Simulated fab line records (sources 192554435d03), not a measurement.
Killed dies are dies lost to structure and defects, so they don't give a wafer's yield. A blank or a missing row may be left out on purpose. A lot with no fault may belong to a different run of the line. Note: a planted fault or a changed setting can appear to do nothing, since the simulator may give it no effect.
Lot-split experiment -- flow n5Finfet -- on a route of 1938 steps: 7 lots, 21 wafers read

== SPLIT DETAILS ==
At N5_MOL_CONTACT_COAG_ETCHBACK_135 (etches SiO2 in CHF3, target depth 25 nm, time 16.7 s), the setting timeS was moved away from the recipe's 16.7 s on 9 of the 21 wafers read, by -12.1% to +19.1%. This setting was run at the recipe's value on the other wafers.

Split to reading: the file shows no intervening step.

== THE READING ==
SOC_of_MOL_CONTACT_COAG_COAT_75.thkNm (the simulator's own value, which no gauge read), in nm, at N5_MOL_CONTACT_COAG_VIA_ETCH_46 (etches SiO2 in C4F6/O2, target depth 46 nm, overetch 9.2 nm, time 40 s). There is no usual value for it anywhere in the file. Across the 12 wafers here that went through the recipe, the average is 50.8 nm and the standard deviation 0.22 nm.

wafer,"tool, chamber at the split","timeS as run, s",against the recipe,"SOC_of_MOL_CONTACT_COAG_COAT_75.thkNm, nm",against lot-mates on the recipe
L076.3,"rieDiel-04, 3",15.19,-9.0%,50.8,+0.6
L076.5,"rieDiel-04, 0",16.7,recipe,50.2,-
L076.6,"rieDiel-04, 1",15.19,-9.0%,50.8,+0.6
L077.1,"rieDiel-06, 1,0",14.68,-12.1%,51.4,+0.4
L077.3,"rieDiel-06, 2",16.7,recipe,51,-
L077.4,"rieDiel-06, 1,0",14.68,-12.1%,51.6,+0.6
L079.2,"rieDiel-04, 0",19.89,+19.1%,50,-0.8
L079.4,"rieDiel-04, 1",16.7,recipe,50.8,-
L079.6,"rieDiel-04, 2",19.89,+19.1%,49.8,-1.0
L080.3,"rieDiel-03, 0,1",16.7,recipe,50.8,-
L080.4,"rieDiel-03, 0,1",16.7,recipe,51.2,-
L080.6,"rieDiel-03, 0",19.18,+14.9%,50,-1.0
L083.3,"rieDiel-04, 2",16.7,recipe,51,-
L083.4,"rieDiel-04, 2",16.7,recipe,50.8,-
L083.5,"rieDiel-04, 3",16.7,recipe,50.8,-
L092.1,"rieDiel-06, 0,3",16.7,recipe,50.8,-
L092.4,"rieDiel-06, 1",16.7,recipe,50.8,-
L092.5,"rieDiel-06, 0,3",16.7,recipe,50.8,-
L097.4,"rieDiel-04, 0",19.71,+18.0%,50.4,-0.4
L097.5,"rieDiel-04, 1",16.7,recipe,50.8,-
L097.6,"rieDiel-04, 0",19.71,+18.0%,50.6,-0.2
If several chambers appear in one row, that row covers several wafers at once and the file leaves open which wafer was in which chamber.

THE FIT
A straight line over all 21 wafers: SOC_of_MOL_CONTACT_COAG_COAT_75.thkNm changes by -0.0361 nm for each +1% of timeS; r = -0.80; the points scatter about the line by 0.27 nm.
The same after taking each lot's own level away (the mean of its wafers on the recipe; 21 wafers): -0.0412 nm for each +1%; r = -0.90; scatter 0.21 nm.
Per that fit: largest timeS move, reading shift of 0.79 nm.
The lots' own levels span 50.20 to 51.00 nm, that is 3.6 times the standard deviation above.
In other words, the slope is changed by the lot-to-lot level; the two fits disagree.
Check: with one of the wafers moved furthest among these (+19.1%) left out of the fit, the line predicts -0.74 nm for it against its lot-mates. It came out at -0.8 nm against them.

== THE OTHER SPLITS THESE WAFERS WENT THROUGH ==
These wafers also went through other splits before the reading. Each is held against what the fit with the lots' levels taken away leaves over:
other split on the same wafers,wafers away from the commonest value,r with SOC_of_MOL_CONTACT_COAG_COAT_75.thkNm (lot level and that fit taken away)
N5_MOL_CONTACT_COAG_COAT_02 spinRpm,5,-0.29

== THE WHOLE CHAIN: every reading that the file lists as answering this split, in the file's order ==
step,what it does,reading,change (the file's fit),r (the file's)
N5_MOL_CONTACT_COAG_ETCHBACK_135,"etches SiO2 in CHF3, target depth 25 nm, time 16.7 s","SOC_of_MOL_CONTACT_COAG_COAT_75.thkNm (the simulator's own value, which no gauge read)",-0.0292 nm for each +1% of the setting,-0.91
N5_MOL_CONTACT_COAG_VIA_ETCH_46,"etches SiO2 in C4F6/O2, target depth 46 nm, overetch 9.2 nm, time 40 s","SOC_of_MOL_CONTACT_COAG_COAT_75.thkNm (the simulator's own value, which no gauge read)",-0.043 nm for each +1% of the setting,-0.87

== THE FILE'S OWN FIT ==
SOC_of_MOL_CONTACT_COAG_COAT_75.thkNm changes by -0.043 nm for each +1% of timeS, r = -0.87.
